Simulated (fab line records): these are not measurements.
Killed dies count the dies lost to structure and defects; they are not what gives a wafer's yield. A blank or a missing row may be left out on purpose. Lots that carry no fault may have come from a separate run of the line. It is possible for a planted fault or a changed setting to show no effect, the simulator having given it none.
Matching of chambers -- flow n5-finfet -- 4 sister chambers for N5_BEOL_M6_STRIP_19 on rie-diel-02
The step strips in O2. 14 wafers are shown with their chamber, then 7 later ones without.

WAFERS WITH THEIR CHAMBER
wafer,chamber,showerhead-plenum-p-Torr (Torr),throttle-valve-pct (%),drypump-motor-current-A (A)
L363.2,1,2.22,16.24,6.6
L363.3,0,2.15,16.39,6.2
L363.5,2,2.11,16.60,5.7
L366.1,2,2.10,16.60,5.7
L366.4,3,2.24,16.75,6.0
L366.6,1,2.21,16.23,6.5
L375.1,2,2.10,16.65,5.6
L375.4,0,2.14,16.43,6.3
L375.5,1,2.21,16.25,6.5
L378.2,0,2.14,16.45,6.3
L378.4,3,2.23,16.78,6.0
L378.6,1,2.21,16.28,6.5
L376.1,3,2.23,16.79,6.0
L376.3,0,2.14,16.43,6.2

SIGNATURES, as means of the wafers listed above
reading,chamber 0,chamber 1,chamber 2,chamber 3,scatter within a chamber
showerhead-plenum-p-Torr,2.1425,2.2125,2.1033,2.2333,0.00532
throttle-valve-pct,16.4250,16.2500,16.6167,16.7733,0.0242
drypump-motor-current-A,6.250,6.525,5.667,6.000,0.0492
Rule: a wafer's distance from a chamber is the root of the sum, over the readings, of the square of ((its reading less the chamber's mean) divided by the reading's scatter). The wafer belongs to the nearest chamber; if the next one is less than 2 further off, it can't be placed. The scatter is the square root of a quotient: the sum, over the shown wafers, of each reading's squared deviation from its chamber's mean, divided by wafers minus chambers.

WAFERS WHOSE CHAMBER IS MISSING
wafer,showerhead-plenum-p-Torr (Torr),throttle-valve-pct (%),drypump-motor-current-A (A)
L376.6,2.10,16.62,5.6
L377.1,2.23,16.78,6.0
L377.3,2.14,16.45,6.3
L377.5,2.20,16.25,6.5
L379.1,2.23,16.79,6.0
L379.5,2.14,16.46,6.2
L379.6,2.23,16.78,6.0

THE CHAMBER EACH PASSED THROUGH
wafer,from the rows above,in truth
L376.6,2,2
L377.1,3,3
L377.3,0,0
L377.5,1,1
L379.1,3,3
L379.5,0,0
L379.6,3,3
Placed correctly: 7 of 7. Can't be placed from these rows: 0. Wrongly placed: 0.
